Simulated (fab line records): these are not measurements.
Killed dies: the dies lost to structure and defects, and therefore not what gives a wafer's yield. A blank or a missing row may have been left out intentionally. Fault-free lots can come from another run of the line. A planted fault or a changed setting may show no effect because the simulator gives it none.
Which tool was responsible? + flow n5_finfet + Sampling: 22 lots, 66 wafers, 6 of 1938 route steps

WHAT EACH GAUGE READ, for each wafer
N5_BEOL_M8_INSPECT_13: inspects for defects (brightfield). Usual: raw_defect_count reads 439 (standard deviation 140).
| lot  | measured     | on                | raw_defect_count | flag |
|------|--------------|-------------------|------------------|------|
| L074 | day 8 23:59  | defect_inspect-02 | 406 287 471      |      |
| L076 | day 9 09:46  | defect_inspect-02 | 479 495 330      |      |
| L075 | day 9 12:21  | defect_inspect-02 | 320 552 353      |      |
| L077 | day 9 18:56  | defect_inspect-01 | 488 493 616      |      |
| L079 | day 10 12:07 | defect_inspect-02 | 377 378 365      |      |
| L081 | day 10 14:56 | defect_inspect-02 | 507 271 536      |      |
| L080 | day 10 19:52 | defect_inspect-01 | 511 564 671      |      |
| L082 | day 11 06:06 | defect_inspect-02 | 483 468 442      |      |
| L083 | day 11 16:18 | defect_inspect-02 | 508 440 406      |      |
| L084 | day 11 18:40 | defect_inspect-01 | 755 586 690      |      |
| L086 | day 12 05:55 | defect_inspect-01 | 615 680 536      |      |
| L085 | day 12 10:07 | defect_inspect-02 | 263 346 200      |      |
| L088 | day 12 10:22 | defect_inspect-01 | 776 569 605      |      |
| L087 | day 12 15:28 | defect_inspect-01 | 367 416 260      |      |
| L089 | day 12 22:09 | defect_inspect-01 | 336 388 304      |      |
| L091 | day 13 12:38 | defect_inspect-02 | 429 317 387      |      |
| L090 | day 14 01:27 | defect_inspect-02 | 322 351 360      |      |
| L093 | day 14 01:40 | defect_inspect-01 | 424 360 350      |      |
| L092 | day 14 11:31 | defect_inspect-01 | 512 385 476      |      |
| L094 | day 14 19:55 | defect_inspect-01 | 294 304 336      |      |
| L095 | day 14 21:50 | defect_inspect-01 | 542 459 374      |      |
| L096 | day 14 22:19 | defect_inspect-02 | 336 395 399      |      |

N5_BEOL_M9_CD_MEAS_11 targets a cd of 64.1 nm. Usual: cd_nm reads 64.2 nm (standard deviation 0.85).
| lot  | measured     | on        | cd_nm (nm)     | flag |
|------|--------------|-----------|----------------|------|
| L074 | day 9 06:05  | cd_sem-02 | 65.5 65.1 64.7 |      |
| L076 | day 9 15:28  | cd_sem-01 | 65.2 64.8 64.5 |      |
| L075 | day 9 20:09  | cd_sem-03 | 64.3 65.0 65.0 |      |
| L077 | day 10 03:12 | cd_sem-03 | 64.1 63.2 64.5 |      |
| L079 | day 10 20:24 | cd_sem-01 | 63.3 64.9 63.0 |      |
| L081 | day 10 22:36 | cd_sem-03 | 64.0 63.2 62.8 |      |
| L080 | day 11 06:26 | cd_sem-01 | 64.5 63.5 65.2 |      |
| L082 | day 11 16:32 | cd_sem-02 | 64.6 64.3 64.2 |      |
| L083 | day 11 22:47 | cd_sem-01 | 64.4 65.0 63.0 |      |
| L084 | day 12 02:56 | cd_sem-02 | 64.4 64.8 64.8 |      |
| L086 | day 12 12:07 | cd_sem-03 | 64.3 64.6 63.8 |      |
| L085 | day 12 18:40 | cd_sem-03 | 64.0 65.3 65.5 |      |
| L088 | day 12 18:41 | cd_sem-01 | 62.6 62.6 63.9 |      |
| L087 | day 12 22:10 | cd_sem-02 | 64.7 65.0 65.3 |      |
| L089 | day 13 04:59 | cd_sem-03 | 64.5 63.7 64.7 |      |
| L091 | day 13 21:08 | cd_sem-01 | 63.9 63.5 64.6 |      |
| L090 | day 14 11:21 | cd_sem-01 | 64.7 65.4 63.7 |      |
| L093 | day 14 11:31 | cd_sem-03 | 63.2 64.3 63.9 |      |
| L092 | day 14 18:32 | cd_sem-03 | 62.9 64.2 62.8 |      |
| L094 | day 15 03:53 | cd_sem-02 | 64.7 65.7 64.7 |      |
| L095 | day 15 07:17 | cd_sem-02 | 64.1 64.4 63.5 |      |
| L096 | day 15 06:41 | cd_sem-02 | 65.7 65.0 64.7 |      |

WHAT TOOL EACH LOT RAN ON (gives the tool, then ch and the chambers of the sampled wafers, and finally the start)
| lot  | N5_BEOL_M7_STRIP_80                           | N5_BEOL_M8_DESCUM_33               | N5_BEOL_M8_VIA_ETCH_34             | N5_BEOL_M8_CURE_75            |
|------|-----------------------------------------------|------------------------------------|------------------------------------|-------------------------------|
| L074 | rie_diel-06 ch 1,2, day 8 23:59 or earlier    | rie_diel-04 ch 0,2,3, day 9 01:13  | rie_diel-04 ch 0,2,3, day 9 01:24  | uv_cure-02 ch 1, day 9 01:57  |
| L076 | rie_diel-03 ch 0,1, day 9 09:46 or earlier    | rie_diel-04 ch 0,2,3, day 9 10:46  | rie_diel-04 ch 0,2,3, day 9 10:56  | uv_cure-03 ch 2, day 9 11:23  |
| L075 | rie_diel-03 ch 0,2,3, day 9 12:21 or earlier  | rie_diel-05 ch 0,2, day 9 14:08    | rie_diel-05 ch 0,2, day 9 14:19    | uv_cure-02 ch 0, day 9 14:56  |
| L077 | rie_diel-06 ch 0,3, day 9 18:56 or earlier    | rie_diel-04 ch 0,2,3, day 9 20:08  | rie_diel-04 ch 0,2,3, day 9 20:19  | uv_cure-03 ch 1, day 9 20:49  |
| L079 | rie_diel-06 ch 0,1, day 10 12:07 or earlier   | rie_diel-02 ch 0,1,3, day 10 14:52 | rie_diel-02 ch 1,2, day 10 15:02   | uv_cure-02 ch 1, day 10 15:29 |
| L081 | rie_diel-06 ch 1,2,3, day 10 14:56 or earlier | rie_diel-02 ch 0,1,2, day 10 16:09 | rie_diel-02 ch 0,1,2, day 10 16:20 | uv_cure-03 ch 0, day 10 16:52 |
| L080 | rie_diel-03 ch 0,1,3, day 10 19:52 or earlier | rie_diel-05 ch 1,2,3, day 10 22:29 | rie_diel-05 ch 1,2,3, day 10 22:40 | uv_cure-01 ch 0, day 10 23:06 |
| L082 | rie_diel-06 ch 0,1, day 11 06:06 or earlier   | rie_diel-04 ch 0,1,3, day 11 07:08 | rie_diel-04 ch 0,1,3, day 11 07:19 | uv_cure-01 ch 2, day 11 07:49 |
| L083 | rie_diel-01 ch 0,2,3, day 11 16:18 or earlier | rie_diel-04 ch 1,3, day 11 17:21   | rie_diel-04 ch 1,3, day 11 17:32   | uv_cure-02 ch 0, day 11 17:59 |
| L084 | rie_diel-01 ch 1,2, day 11 18:40 or earlier   | rie_diel-05 ch 2,3, day 11 21:12   | rie_diel-05 ch 2,3, day 11 21:23   | uv_cure-03 ch 0, day 11 21:50 |
| L086 | rie_diel-06 ch 0,1, day 12 05:55 or earlier   | rie_diel-02 ch 1,2,3, day 12 07:07 | rie_diel-02 ch 1,2,3, day 12 07:18 | uv_cure-03 ch 1, day 12 07:47 |
| L085 | rie_diel-06 ch 2,3, day 12 10:07 or earlier   | rie_diel-05 ch 0,1, day 12 11:19   | rie_diel-05 ch 0,1, day 12 11:29   | uv_cure-02 ch 0, day 12 12:07 |
| L088 | rie_diel-01 ch 1,2,3, day 12 10:22 or earlier | rie_diel-02 ch 1,2,3, day 12 11:28 | rie_diel-02 ch 1,2,3, day 12 11:39 | uv_cure-02 ch 0, day 12 12:16 |
| L087 | rie_diel-01 ch 1,2,3, day 12 15:28 or earlier | rie_diel-04 ch 1,2,3, day 12 17:01 | rie_diel-04 ch 1,2,3, day 12 17:12 | uv_cure-01 ch 1, day 12 17:39 |
| L089 | rie_diel-03 ch 0,2,3, day 12 22:09 or earlier | rie_diel-02 ch 1,3, day 12 23:32   | rie_diel-02 ch 1,3, day 12 23:43   | uv_cure-03 ch 0, day 13 00:10 |
| L091 | rie_diel-03 ch 0,1,3, day 13 12:38 or earlier | rie_diel-02 ch 0,2, day 13 14:55   | rie_diel-02 ch 0,2, day 13 15:05   | uv_cure-01 ch 1, day 13 15:38 |
| L090 | rie_diel-03 ch 1,3, day 14 01:27 or earlier   | rie_diel-02 ch 0,1,2, day 14 03:08 | rie_diel-02 ch 0,1,2, day 14 03:19 | uv_cure-02 ch 1, day 14 04:01 |
| L093 | rie_diel-01 ch 1,2, day 14 01:40 or earlier   | rie_diel-05 ch 0,3, day 14 03:11   | rie_diel-05 ch 0,3, day 14 03:22   | uv_cure-03 ch 0, day 14 04:03 |
| L092 | rie_diel-06 ch 0,3, day 14 11:31 or earlier   | rie_diel-05 ch 1,3, day 14 13:05   | rie_diel-05 ch 1,3, day 14 13:16   | uv_cure-03 ch 2, day 14 13:47 |
| L094 | rie_diel-03 ch 0,2,3, day 14 19:55 or earlier | rie_diel-02 ch 1,2,3, day 14 21:32 | rie_diel-02 ch 1,2,3, day 14 21:43 | uv_cure-01 ch 2, day 14 22:10 |
| L095 | rie_diel-01 ch 0,1,3, day 14 21:50 or earlier | rie_diel-05 ch 0,2,3, day 15 01:52 | rie_diel-05 ch 0,2,3, day 15 02:02 | uv_cure-03 ch 0, day 15 02:35 |
| L096 | rie_diel-03 ch 0,1,2, day 14 22:19 or earlier | rie_diel-04 ch 1,2, day 15 00:18   | rie_diel-04 ch 1,2, day 15 00:29   | uv_cure-01 ch 0, day 15 00:58 |
- N5_BEOL_M7_STRIP_80: strips in N2/H2, time 10 s.
- N5_BEOL_M8_DESCUM_33: chemistry O2, time 7 s.
- N5_BEOL_M8_VIA_ETCH_34: etches SiCOH lowk in C4F6/O2, target depth 125.5 nm, time 50.5 s.
- N5_BEOL_M8_CURE_75: cures SiCOH lowk, time 120 s.

WHAT THE TOOLS THEMSELVES READ (means of the sampled wafers that have a number; where no wafer has one, the mark that the record gives instead)
N5_BEOL_M7_STRIP_80. Usual: bias_power_w 6.996 W, standard deviation 0.022; drypump_motor_current_A 6.0 A, standard deviation 0.46; oes_product_au 0.76 a.u., standard deviation 0.084; rf_vpp_V 59.1 V, standard deviation 0.84; showerhead_plenum_p_Torr 2.52 Torr, standard deviation 0.11; throttle_valve_pct 23.8 %, standard deviation 0.35.
| lot  | tool        | bias_power_w (W) | drypump_motor_current_A (A) | oes_product_au (a.u.) | rf_vpp_V (V) | showerhead_plenum_p_Torr (Torr) | throttle_valve_pct (%) | flag |
|------|-------------|------------------|-----------------------------|-----------------------|--------------|---------------------------------|------------------------|------|
| L074 | rie_diel-06 | 6.981            | 6.2                         | 0.82                  | 58.7         | 2.63                            | 23.7                   |      |
| L076 | rie_diel-03 | 7.011            | 6.1                         | 0.73                  | 59.1         | 2.56                            | 24.0                   |      |
| L075 | rie_diel-03 | 7.005            | 5.9                         | 0.75                  | 59.6         | 2.57                            | 23.7                   |      |
| L077 | rie_diel-06 | 6.987            | 6.3                         | 0.75                  | 59.1         | 2.40                            | 23.4                   |      |
| L079 | rie_diel-06 | 6.995            | 6.5                         | 0.83                  | 58.7         | 2.61                            | 23.5                   |      |
| L081 | rie_diel-06 | 6.982            | 6.0                         | 0.88                  | 58.3         | 2.50                            | 23.6                   |      |
| L080 | rie_diel-03 | 6.984            | 6.1                         | 0.73                  | 59.9         | 2.50                            | 23.8                   |      |
| L082 | rie_diel-06 | 6.956            | 6.5                         | 0.78                  | 59.2         | 2.51                            | 23.4                   |      |
| L083 | rie_diel-01 | 7.018            | 5.4                         | 0.71                  | 59.3         | 2.57                            | 24.1                   |      |
| L084 | rie_diel-01 | 7.003            | 5.4                         | 0.77                  | 59.5         | 2.61                            | 23.7                   |      |
| L086 | rie_diel-06 | 7.015            | 6.5                         | 0.81                  | 59.0         | 2.61                            | 23.6                   |      |
| L085 | rie_diel-06 | 6.993            | 5.7                         | 0.90                  | 58.8         | 2.43                            | 23.7                   |      |
| L088 | rie_diel-01 | 6.985            | 5.5                         | 0.80                  | 58.5         | 2.59                            | 23.9                   |      |
| L087 | rie_diel-01 | 6.981            | 5.4                         | 0.78                  | 59.3         | 2.59                            | 23.9                   |      |
| L089 | rie_diel-03 | 6.994            | 5.9                         | 0.72                  | 59.0         | 2.56                            | 23.7                   |      |
| L091 | rie_diel-03 | 6.987            | 6.1                         | 0.72                  | 59.4         | 2.49                            | 23.8                   |      |
| L090 | rie_diel-03 | 7.002            | 6.5                         | 0.69                  | 59.2         | 2.41                            | 23.7                   |      |
| L093 | rie_diel-01 | 6.988            | 5.5                         | 0.82                  | 58.7         | 2.58                            | 23.6                   |      |
| L092 | rie_diel-06 | 6.995            | 6.3                         | 0.73                  | 58.9         | 2.38                            | 23.4                   |      |
| L094 | rie_diel-03 | 6.981            | 5.9                         | 0.71                  | 58.6         | 2.56                            | 23.7                   |      |
| L095 | rie_diel-01 | 6.998            | 5.5                         | 0.86                  | 59.3         | 2.54                            | 23.9                   |      |
| L096 | rie_diel-03 | 6.993            | 6.2                         | 0.68                  | 58.8         | 2.54                            | 23.9                   |      |

N5_BEOL_M8_DESCUM_33. Usual: bias_power_w 19.99 W, standard deviation 0.061; drypump_motor_current_A 5.7 A, standard deviation 0.41; o2_flow_sccm 225.1 sccm, standard deviation 0.68; oes_product_au 0.83 a.u., standard deviation 0.099; rf_vpp_V 243.2 V, standard deviation 1.5; showerhead_plenum_p_Torr 2.09 Torr, standard deviation 0.09; throttle_valve_pct 20.25 %, standard deviation 0.21.
| lot  | tool        | bias_power_w (W) | drypump_motor_current_A (A) | o2_flow_sccm (sccm) | oes_product_au (a.u.) | rf_vpp_V (V) | showerhead_plenum_p_Torr (Torr) | throttle_valve_pct (%) | flag |
|------|-------------|------------------|-----------------------------|---------------------|-----------------------|--------------|---------------------------------|------------------------|------|
| L074 | rie_diel-04 | 20.01            | 5.7                         | 224.8               | 0.82                  | 243.4        | 2.10                            | 20.33                  |      |
| L076 | rie_diel-04 | 20.03            | 5.6                         | 224.8               | 0.82                  | 243.0        | 2.10                            | 20.35                  |      |
| L075 | rie_diel-05 | 19.96            | 5.2                         | 225.5               | 0.88                  | 243.3        | 2.06                            | 20.00                  |      |
| L077 | rie_diel-04 | 19.97            | 5.7                         | 225.8               | 0.81                  | 243.2        | 2.10                            | 20.33                  |      |
| L079 | rie_diel-02 | 19.99            | 6.2                         | 225.2               | 0.75                  | 243.2        | 2.08                            | 20.33                  |      |
| L081 | rie_diel-02 | 20.00            | 5.9                         | 225.0               | 0.85                  | 242.1        | 2.07                            | 20.29                  |      |
| L080 | rie_diel-05 | 20.05            | 5.7                         | 225.5               | 0.78                  | 242.5        | 2.02                            | 20.36                  |      |
| L082 | rie_diel-04 | 20.01            | 5.7                         | 225.6               | 0.80                  | 243.5        | 2.14                            | 20.27                  |      |
| L083 | rie_diel-04 | 20.04            | 5.7                         | 225.0               | 0.74                  | 244.1        | 2.12                            | 20.20                  |      |
| L084 | rie_diel-05 | 20.00            | 5.5                         | 225.6               | 0.82                  | 242.2        | 1.97                            | 20.31                  |      |
| L086 | rie_diel-02 | 19.92            | 6.0                         | 225.4               | 0.81                  | 243.7        | 2.09                            | 20.27                  |      |
| L085 | rie_diel-05 | 19.96            | 5.8                         | 225.1               | 0.78                  | 244.4        | 2.15                            | 20.30                  |      |
| L088 | rie_diel-02 | 20.01            | 6.0                         | 224.1               | 0.81                  | 243.1        | 2.09                            | 20.26                  |      |
| L087 | rie_diel-04 | 19.93            | 5.6                         | 225.3               | 0.82                  | 242.7        | 2.07                            | 20.17                  |      |
| L089 | rie_diel-02 | 19.95            | 6.4                         | 225.2               | 0.72                  | 243.6        | 2.09                            | 20.31                  |      |
| L091 | rie_diel-02 | 19.98            | 6.0                         | 225.1               | 0.92                  | 244.6        | 2.18                            | 20.10                  |      |
| L090 | rie_diel-02 | 20.01            | 5.9                         | 224.9               | 0.88                  | 243.3        | 2.15                            | 20.22                  |      |
| L093 | rie_diel-05 | 20.05            | 5.2                         | 224.5               | 0.87                  | 243.1        | 2.09                            | 20.04                  |      |
| L092 | rie_diel-05 | 20.00            | 6.0                         | 225.5               | 0.77                  | 243.6        | 2.10                            | 20.47                  |      |
| L094 | rie_diel-02 | 20.07            | 6.0                         | 224.8               | 0.87                  | 243.2        | 2.08                            | 20.17                  |      |
| L095 | rie_diel-05 | 19.95            | 5.4                         | 225.2               | 0.81                  | 242.2        | 2.01                            | 20.19                  |      |
| L096 | rie_diel-04 | 19.96            | 5.3                         | 224.4               | 0.90                  | 242.7        | 2.07                            | 20.15                  |      |

N5_BEOL_M8_VIA_ETCH_34. Usual: C4F6_flow_sccm 9.995 sccm, standard deviation 0.027; O2_flow_sccm 10.002 sccm, standard deviation 0.025; drypump_motor_current_A 5.7 A, standard deviation 0.4; mfc_ar_sccm 300.0 sccm, standard deviation 0.89; oes_product_au 0.82 a.u., standard deviation 0.098; rf_vpp_V 652 V, standard deviation 20; showerhead_plenum_p_Torr 2.85 Torr, standard deviation 0.11; throttle_valve_pct 20.73 %, standard deviation 0.23.
| lot  | tool        | C4F6_flow_sccm (sccm) | O2_flow_sccm (sccm) | drypump_motor_current_A (A) | mfc_ar_sccm (sccm) | oes_product_au (a.u.) | rf_vpp_V (V) | showerhead_plenum_p_Torr (Torr) | throttle_valve_pct (%) | flag |
|------|-------------|-----------------------|---------------------|-----------------------------|--------------------|-----------------------|--------------|---------------------------------|------------------------|------|
| L074 | rie_diel-04 | 9.982                 | 10.033              | 5.6                         | 299.7              | 0.82                  | 664          | 2.87                            | 20.83                  |      |
| L076 | rie_diel-04 | 9.979                 | 10.001              | 5.6                         | 299.1              | 0.80                  | 665          | 2.86                            | 20.84                  |      |
| L075 | rie_diel-05 | 9.989                 | 9.975               | 5.2                         | 300.0              | 0.86                  | 633          | 2.82                            | 20.54                  |      |
| L077 | rie_diel-04 | 9.989                 | 10.011              | 5.7                         | 300.3              | 0.80                  | 664          | 2.86                            | 20.83                  |      |
| L079 | rie_diel-02 | 9.979                 | 9.990               | 5.7                         | 300.2              | 0.94                  | 649          | 2.82                            | 20.58                  |      |
| L081 | rie_diel-02 | 10.005                | 9.955               | 5.9                         | 300.3              | 0.84                  | 648          | 2.80                            | 20.65                  |      |
| L080 | rie_diel-05 | 10.042                | 10.015              | 5.7                         | 300.0              | 0.78                  | 659          | 2.78                            | 20.95                  |      |
| L082 | rie_diel-04 | 9.981                 | 10.008              | 5.7                         | 299.5              | 0.80                  | 668          | 2.90                            | 20.71                  |      |
| L083 | rie_diel-04 | 10.020                | 10.024              | 5.7                         | 299.9              | 0.75                  | 662          | 2.88                            | 20.66                  |      |
| L084 | rie_diel-05 | 9.982                 | 9.981               | 5.5                         | 299.5              | 0.83                  | 654          | 2.73                            | 21.04                  |      |
| L086 | rie_diel-02 | 10.027                | 10.004              | 6.0                         | 300.0              | 0.81                  | 654          | 2.83                            | 20.65                  |      |
| L085 | rie_diel-05 | 9.998                 | 10.006              | 5.8                         | 299.1              | 0.77                  | 650          | 2.93                            | 20.82                  |      |
| L088 | rie_diel-02 | 9.980                 | 10.010              | 6.0                         | 300.2              | 0.81                  | 653          | 2.83                            | 20.65                  |      |
| L087 | rie_diel-04 | 9.995                 | 9.989               | 5.6                         | 300.9              | 0.83                  | 659          | 2.84                            | 20.70                  |      |
| L089 | rie_diel-02 | 9.990                 | 9.993               | 6.4                         | 300.4              | 0.71                  | 658          | 2.84                            | 20.71                  |      |
| L091 | rie_diel-02 | 9.988                 | 10.015              | 5.9                         | 299.8              | 0.92                  | 638          | 2.96                            | 20.58                  |      |
| L090 | rie_diel-02 | 9.986                 | 10.010              | 5.9                         | 300.0              | 0.87                  | 651          | 2.90                            | 20.57                  |      |
| L093 | rie_diel-05 | 10.007                | 9.972               | 5.2                         | 300.9              | 0.87                  | 627          | 2.88                            | 20.77                  |      |
| L092 | rie_diel-05 | 9.999                 | 9.985               | 6.0                         | 301.2              | 0.76                  | 660          | 2.88                            | 21.07                  |      |
| L094 | rie_diel-02 | 9.975                 | 9.999               | 6.0                         | 300.0              | 0.88                  | 652          | 2.82                            | 20.57                  |      |
| L095 | rie_diel-05 | 9.986                 | 9.998               | 5.4                         | 300.3              | 0.81                  | 643          | 2.76                            | 20.84                  |      |
| L096 | rie_diel-04 | 9.982                 | 9.960               | 5.3                         | 299.9              | 0.91                  | 651          | 2.83                            | 20.68                  |      |

N5_BEOL_M8_CURE_75. Usual: lamp_power_pct 52.31 %, standard deviation 0.049; wafer_temp_C_max 371.5, standard deviation 0.55.
| lot  | tool       | lamp_power_pct (%) | wafer_temp_C_max | flag |
|------|------------|--------------------|------------------|------|
| L074 | uv_cure-02 | 52.32              | 371.1            |      |
| L076 | uv_cure-03 | 52.32              | 372.4            |      |
| L075 | uv_cure-02 | 52.34              | 371.8            |      |
| L077 | uv_cure-03 | 52.29              | 372.9            |      |
| L079 | uv_cure-02 | 52.34              | 371.1            |      |
| L081 | uv_cure-03 | 52.41              | 371.3            |      |
| L080 | uv_cure-01 | 52.28              | 371.1            |      |
| L082 | uv_cure-01 | 52.31              | 371.4            |      |
| L083 | uv_cure-02 | 52.33              | 371.8            |      |
| L084 | uv_cure-03 | 52.31              | 371.1            |      |
| L086 | uv_cure-03 | 52.28              | 372.1            |      |
| L085 | uv_cure-02 | 52.36              | 371.6            |      |
| L088 | uv_cure-02 | 52.26              | 371.5            |      |
| L087 | uv_cure-01 | 52.32              | 371.7            |      |
| L089 | uv_cure-03 | 52.27              | 371.5            |      |
| L091 | uv_cure-01 | 52.29              | 371.6            |      |
| L090 | uv_cure-02 | 52.30              | 370.9            |      |
| L093 | uv_cure-03 | 52.31              | 371.4            |      |
| L092 | uv_cure-03 | 52.30              | 372.4            |      |
| L094 | uv_cure-01 | 52.28              | 371.4            |      |
| L095 | uv_cure-03 | 52.24              | 371.2            |      |
| L096 | uv_cure-01 | 52.31              | 370.9            |      |

THE ANSWER, worked out from the rows above alone
Rule: take the mean of a lot's wafers that have a number; if it is more than 3 standard deviations from the usual mean, the lot is off. Also off: a lot with no number at a reading for which 4 or more lots have one. Where the step has rows for the other lots, those lots are counted as sound. Order of review: gauges by route order, followed by the tools' own readings, for which a lot's mean as printed above is used. The first step at which some lot is off is used, and at that step the reading that is off furthest; a lot without a number counts as furthest.
No lot is off at any reading shown: from this, nothing can be told.

WHAT HAD BEEN PUT IN BY THE SIMULATOR
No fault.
